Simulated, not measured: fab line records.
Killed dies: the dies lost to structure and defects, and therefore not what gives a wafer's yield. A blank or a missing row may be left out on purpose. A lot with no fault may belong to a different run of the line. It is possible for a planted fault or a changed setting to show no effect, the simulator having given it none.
Chamber matching / flow n5_finfet / rie_diel-04 running N5_MIM_TOP_LITHO_DESCUM_10: 4 sister chambers
The step chemistry O2, time 7.9 s. 14 wafers are shown with their chamber, then 7 later ones without.

== EACH WAFER AND ITS CHAMBER ==
wafer=L766.4; chamber=1; throttle_valve_pct (%)=20.40; drypump_motor_current_A (A)=6.4; showerhead_plenum_p_Torr (Torr)=2.15
wafer=L766.5; chamber=1; throttle_valve_pct (%)=20.40; drypump_motor_current_A (A)=6.5; showerhead_plenum_p_Torr (Torr)=2.15
wafer=L766.6; chamber=2; throttle_valve_pct (%)=20.77; drypump_motor_current_A (A)=6.1; showerhead_plenum_p_Torr (Torr)=2.07
wafer=L768.1; chamber=1; throttle_valve_pct (%)=20.43; drypump_motor_current_A (A)=6.4; showerhead_plenum_p_Torr (Torr)=2.14
wafer=L768.3; chamber=3; throttle_valve_pct (%)=20.73; drypump_motor_current_A (A)=6.3; showerhead_plenum_p_Torr (Torr)=2.06
wafer=L768.5; chamber=3; throttle_valve_pct (%)=20.72; drypump_motor_current_A (A)=6.3; showerhead_plenum_p_Torr (Torr)=2.06
wafer=L772.1; chamber=1; throttle_valve_pct (%)=20.43; drypump_motor_current_A (A)=6.5; showerhead_plenum_p_Torr (Torr)=2.14
wafer=L772.4; chamber=3; throttle_valve_pct (%)=20.73; drypump_motor_current_A (A)=6.3; showerhead_plenum_p_Torr (Torr)=2.06
wafer=L772.6; chamber=1; throttle_valve_pct (%)=20.43; drypump_motor_current_A (A)=6.5; showerhead_plenum_p_Torr (Torr)=2.14
wafer=L780.1; chamber=2; throttle_valve_pct (%)=20.86; drypump_motor_current_A (A)=6.1; showerhead_plenum_p_Torr (Torr)=2.05
wafer=L780.4; chamber=3; throttle_valve_pct (%)=20.77; drypump_motor_current_A (A)=6.3; showerhead_plenum_p_Torr (Torr)=2.05
wafer=L780.5; chamber=3; throttle_valve_pct (%)=20.77; drypump_motor_current_A (A)=6.3; showerhead_plenum_p_Torr (Torr)=2.05
wafer=L783.1; chamber=2; throttle_valve_pct (%)=20.87; drypump_motor_current_A (A)=6.1; showerhead_plenum_p_Torr (Torr)=2.05
wafer=L783.2; chamber=0; throttle_valve_pct (%)=20.30; drypump_motor_current_A (A)=6.2; showerhead_plenum_p_Torr (Torr)=2.15

SIGNATURES (averages over the wafers above)
reading=throttle_valve_pct; chamber 0=20.3000; chamber 1=20.4180; chamber 2=20.8333; chamber 3=20.7440; scatter within a chamber=0.0308
reading=drypump_motor_current_A; chamber 0=6.200; chamber 1=6.460; chamber 2=6.100; chamber 3=6.300; scatter within a chamber=0.0346
reading=showerhead_plenum_p_Torr; chamber 0=2.1500; chamber 1=2.1440; chamber 2=2.0567; chamber 3=2.0560; scatter within a chamber=0.00712
Rule: for each reading, subtract the chamber's mean from the wafer's reading, divide by that reading's scatter and square the result; add these up over the readings and take the root, which gives the wafer's distance from the chamber. The wafer belongs to the nearest chamber; if the next one is less than 2 further off, it can't be placed. How the scatter is found: for the shown wafers, subtract from each reading the mean of its chamber, square and add these, divide the total by (wafers less chambers), then take the root.

== WAFERS WITHOUT THEIR CHAMBER ==
wafer=L783.6; throttle_valve_pct (%)=20.86; drypump_motor_current_A (A)=6.1; showerhead_plenum_p_Torr (Torr)=2.05
wafer=L784.1; throttle_valve_pct (%)=20.30; drypump_motor_current_A (A)=6.3; showerhead_plenum_p_Torr (Torr)=2.15
wafer=L784.2; throttle_valve_pct (%)=20.48; drypump_motor_current_A (A)=6.5; showerhead_plenum_p_Torr (Torr)=2.13
wafer=L784.3; throttle_valve_pct (%)=20.78; drypump_motor_current_A (A)=6.2; showerhead_plenum_p_Torr (Torr)=2.05
wafer=L786.1; throttle_valve_pct (%)=20.88; drypump_motor_current_A (A)=6.1; showerhead_plenum_p_Torr (Torr)=2.05
wafer=L786.4; throttle_valve_pct (%)=20.48; drypump_motor_current_A (A)=6.5; showerhead_plenum_p_Torr (Torr)=2.13
wafer=L786.6; throttle_valve_pct (%)=20.87; drypump_motor_current_A (A)=6.1; showerhead_plenum_p_Torr (Torr)=2.05

== CHAMBER TAKEN BY EACH ==
wafer=L783.6; from the rows above=2; in truth=2
wafer=L784.1; from the rows above=0; in truth=0
wafer=L784.2; from the rows above=1; in truth=1
wafer=L784.3; from the rows above=can't be placed: 3 or 2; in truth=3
wafer=L786.1; from the rows above=2; in truth=2
wafer=L786.4; from the rows above=1; in truth=1
wafer=L786.6; from the rows above=2; in truth=2
Correct placement for 6 of the 7. Can't be placed from these rows: 1 (the true chamber is among the candidates in 1). Wrongly placed: 0.
